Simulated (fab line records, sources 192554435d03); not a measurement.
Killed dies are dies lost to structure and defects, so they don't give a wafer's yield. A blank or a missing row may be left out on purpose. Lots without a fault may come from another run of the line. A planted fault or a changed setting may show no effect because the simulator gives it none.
Chamber matching | flow n5_finfet | N5_DUMMY_GATE_ALD_02 on ald_sin-02: 4 sister chambers
The step deposits SiO2, target thk 2 nm, pulse time 1 s. 4 wafers are shown with their chamber, then 11 later ones without.

WAFERS WITH THEIR CHAMBER
wafer  | chamber | heater_power_w (W)
L087.4 | 2       | 399
L088.1 | 3       | 426
L088.4 | 0       | 443
L090.1 | 1       | 417

WAFERS WITHOUT THEIR CHAMBER
wafer  | heater_power_w (W)
L090.3 | 403
L090.5 | 426
L091.3 | 410
L091.5 | 406
L091.6 | 415
L092.1 | 414
L092.2 | 435
L092.3 | 414
L097.1 | 431
L097.3 | 407
L097.6 | 442

WHICH CHAMBER EACH WENT THROUGH
wafer  | from the rows above          | in truth
L090.3 | can't be placed: 2 or 1      | 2
L090.5 | can't be placed: 3 or 1      | 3
L091.3 | can't be placed: 1 or 2 or 3 | 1
L091.5 | can't be placed: 2 or 1      | 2
L091.6 | can't be placed: 1 or 3      | 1
L092.1 | can't be placed: 1 or 3      | 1
L092.2 | can't be placed: 0 or 3 or 1 | 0
L092.3 | can't be placed: 1 or 3      | 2
L097.1 | can't be placed: 3 or 0 or 1 | 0
L097.3 | can't be placed: 2 or 1      | 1
L097.6 | 0                            | 0
Placed correctly: 1 of 11. Can't be placed from these rows: 10 (the true chamber is among the candidates in 9). Placed wrongly: 0.
How it was worked out, from the rows above alone: a wafer's distance from a chamber is the root of the sum, over the readings, of the square of ((its reading less the chamber's mean) divided by the reading's scatter). The wafer belongs to the nearest chamber; if the next one is less than 2 further off, it can't be placed. A chamber's mean is the mean of its shown wafers. The scatter: with one shown wafer a chamber, the root of the mean of the squares of how far each hidden wafer lies from its nearest shown one.
